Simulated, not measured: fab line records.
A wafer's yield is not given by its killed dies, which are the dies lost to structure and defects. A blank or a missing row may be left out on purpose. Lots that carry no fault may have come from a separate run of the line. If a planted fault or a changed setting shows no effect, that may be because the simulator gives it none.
A lot that was struck, set against a sound lot ; flow n5_finfet ; 15 steps out of a route of 1938
Sound: wafers L223.1, L223.5, L223.6. Wafers L239.2, L239.3, L239.4 were the ones struck. At the end, the cause is stated.
Per side, at each step with rows, come the tool, then ch with its chambers, and then its first start. Under that, the readings that differ: sound wafers ; struck wafers ; difference of the means ; sigmas: that difference in standard deviations of wafers without a fault.
alike: words and numbers the same on both sides, and readings whose means are apart by under 2 such deviations; not compared: readings that were withheld, readings missing a value for some wafer, numbers with overlapping values and no deviation given by the record, and bounds like >300 which may hide the same value.
A row with sigmas, a row that says differs or no value, or rows on one side alone: a step with any of these is where the two part. When numbers do not overlap yet have no deviation, they are printed without sigmas and do not part them. A reading that every wafer of one side lacks parts them only if that side has two wafers or more.

first, 1 step without rows for these wafers: N5_BEOL_M9_STRIP_73 (strips in C4F6/O2).
N5_BEOL_M9_STRIP_36: strips in N2/H2.
  sound on rie_diel-06 ch 0,1,2, day 11 01:08; struck on rie_diel-06 ch 0,1,3, day 15 05:53
  alike: drypump_motor_current_A, n2_flow_sccm, oes_product_au, rf_vpp_V, showerhead_plenum_p_Torr, throttle_valve_pct
  not compared: rf_hours_counter_h
N5_BEOL_M9_TRENCH_ETCH_37: etches SiCOH lowk in C4F6/O2, target depth 151.43 nm, time 49 s.
  sound on rie_diel-06 ch 0,1,2; struck on rie_diel-06 ch 0,1,3
  alike: drypump_motor_current_A, oes_product_au, rf_vpp_V, showerhead_plenum_p_Torr, throttle_valve_pct
  not compared: rf_hours_counter_h
then, 1 step without rows for these wafers: N5_BEOL_M9_ETCH_41 (etches SiCN in CH3F/O2, target depth 36.6 nm, time 70.1 s).
N5_BEOL_M9_STRIP_80: strips in N2/H2, time 10 s.
  sound on rie_diel-06 ch 0,1,2; struck on rie_diel-06 ch 0,1,3
  alike: drypump_motor_current_A, n2_flow_sccm, oes_product_au, rf_vpp_V, showerhead_plenum_p_Torr, throttle_valve_pct
  not compared: rf_hours_counter_h
N5_BEOL_M9_OCD_MEAS_38:
  struck on ocd-02, day 15 06:07; sound on ocd-01, day 11 01:22
  alike: trench_depth_nm
then, 4 steps without rows for these wafers: N5_BEOL_M9_HM_STRIP_39 (strips TiN in peroxide tin strip, target depth 25 nm, time 158 s); N5_BEOL_M9_SRD_40 (time 30 s); N5_BEOL_M9_PRECLEAN_42 (cleans in residue remover, time 60 s); N5_BEOL_M9_SRD_43 (time 30 s).
N5_BEOL_M9_CD_MEAS_35: target cd 70 nm, target cd y 40 nm.
  struck on cd_sem-03, day 15 06:16; sound on cd_sem-03, day 11 01:31
  alike: cd_nm
N5_BEOL_M9_CURE_72: cures SiCOH lowk, time 120 s.
  sound on uv_cure-02 ch 1, day 11 01:33; struck on uv_cure-01 ch 2, day 15 06:21
  alike: lamp_power_pct, wafer_temp_C_max
N5_BEOL_M9_DEGAS_44: time 60 s.
  struck on pvd_sputter-03, day 15 07:00; sound on pvd_sputter-03, day 11 02:00
reading;sound;struck;difference;sigmas
susceptor_temp_C (C);249.94 249.82 250.11;241.63 241.94 241.94;-8.12;-45
  alike: heater_power_w
N5_BEOL_M9_PRE_CLEAN_45: time 30 s.
  struck on pvd_sputter-03, day 15 07:02; sound on pvd_sputter-03, day 11 02:02
  alike: heater_power_w, susceptor_temp_C
then, 1 step without rows for these wafers: N5_PASSIVATION_PROBE_49.

## WHERE THEY PART
Within this record, at N5_BEOL_M9_DEGAS_44 only. Later steps at which nothing parts them and some readings are alike: N5_BEOL_M9_PRE_CLEAN_45.

WHY: whatever the simulator had introduced
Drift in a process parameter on pvd_sputter-03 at N5_BEOL_M9_DEGAS_44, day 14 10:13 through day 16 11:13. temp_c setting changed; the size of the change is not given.
